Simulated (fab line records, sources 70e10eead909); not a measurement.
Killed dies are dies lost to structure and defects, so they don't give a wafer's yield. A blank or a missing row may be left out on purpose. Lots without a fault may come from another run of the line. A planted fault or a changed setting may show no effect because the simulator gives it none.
One fault seen from 2 desks | flow nand_harc | each desk has only its own numbers; what lay behind them comes last

THE METROLOGY DESK
What the gauges read, lot by lot, whatever tool the lot ran on: means of the sampled wafers that have a number. A lot is out of limits, marked OUT, if its mean lies more than 4 standard deviations from the usual mean; the brackets give that distance.
Columns: A = thk_nm at NHARC_A_ONON_D1_THK_MEAS_18, usual 1003 nm; B = thk_nm at NHARC_A_ONON_D1_THK_MEAS_21, usual 1003 nm
lot  | first seen here | A    | B
L374 | day 7 23:28     | 1019 | 1007
L375 | day 8 11:19     | 994  | 997
L377 | day 9 14:10     | 1007 | 1018
L378 | day 9 17:22     | 989  | 984
L379 | day 10 11:44    | 1003 | 974
L380 | day 10 19:34    | 1005 | 1006
L382 | day 11 16:01    | 1005 | 1019
L383 | day 11 16:01    | 1021 | 1011
L385 | day 12 20:34    | 1010 | 996
L386 | day 13 01:19    | 1003 | 996
L387 | day 14 03:50    | 987  | 1019
L389 | day 14 15:08    | 1004 | 1011
L390 | day 14 21:59    | 1008 | 867 (-11) OUT
L391 | day 15 06:03    | 1010 | 873 (-11) OUT
This desk's finding: out of limits on L390, L391; first on L390, day 14 22:34 (thk_nm at NHARC_A_ONON_D1_THK_MEAS_21). In limits: L374, L375, L377, L378, L379, L380, L382, L383, L385, L386, L387, L389.

THE DEFECT DESK
What the inspections along the route counted, lot by lot: means of the sampled wafers that have a number. A lot is out of limits, marked OUT, if its mean lies more than 4 standard deviations from the usual mean; the brackets give that distance.
Columns: A = raw_defect_count at NHARC_A_SOURCE_PLATE_INSPECT_08, usual 67
lot  | first seen here | A
L374 | day 7 11:32     | 49
L375 | day 8 00:29     | 68
L377 | day 9 03:28     | 64
L378 | day 9 06:56     | 79
L379 | day 9 22:56     | 50
L380 | day 10 09:08    | 120
L382 | day 11 05:22    | 100
L383 | day 11 05:23    | 68
L385 | day 12 10:09    | 75
L386 | day 12 14:37    | 71
L387 | day 13 17:13    | 69
L389 | day 14 02:54    | 58
L390 | day 14 10:19    | 54
L391 | day 14 19:25    | 52
This desk's finding: nothing out of limits on any of the 14 lots.

PUT TOGETHER
The metrology desk could have raised an alarm at day 14 22:34, on L390, L391.
The defect desk saw nothing out of limits.
The defect desk has L390, L391 on record, within its limits.
Of the lots named, all ran NHARC_A_ONON_D1_DEP_19 on pecvd_onon-03.

WHAT THE SIMULATOR HAD PUT IN
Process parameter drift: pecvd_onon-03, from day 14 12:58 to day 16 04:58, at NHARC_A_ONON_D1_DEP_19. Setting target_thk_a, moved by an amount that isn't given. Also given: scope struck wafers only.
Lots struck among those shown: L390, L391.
Hours from the fault's start to each desk's first reading out of limits: the metrology desk, 10.
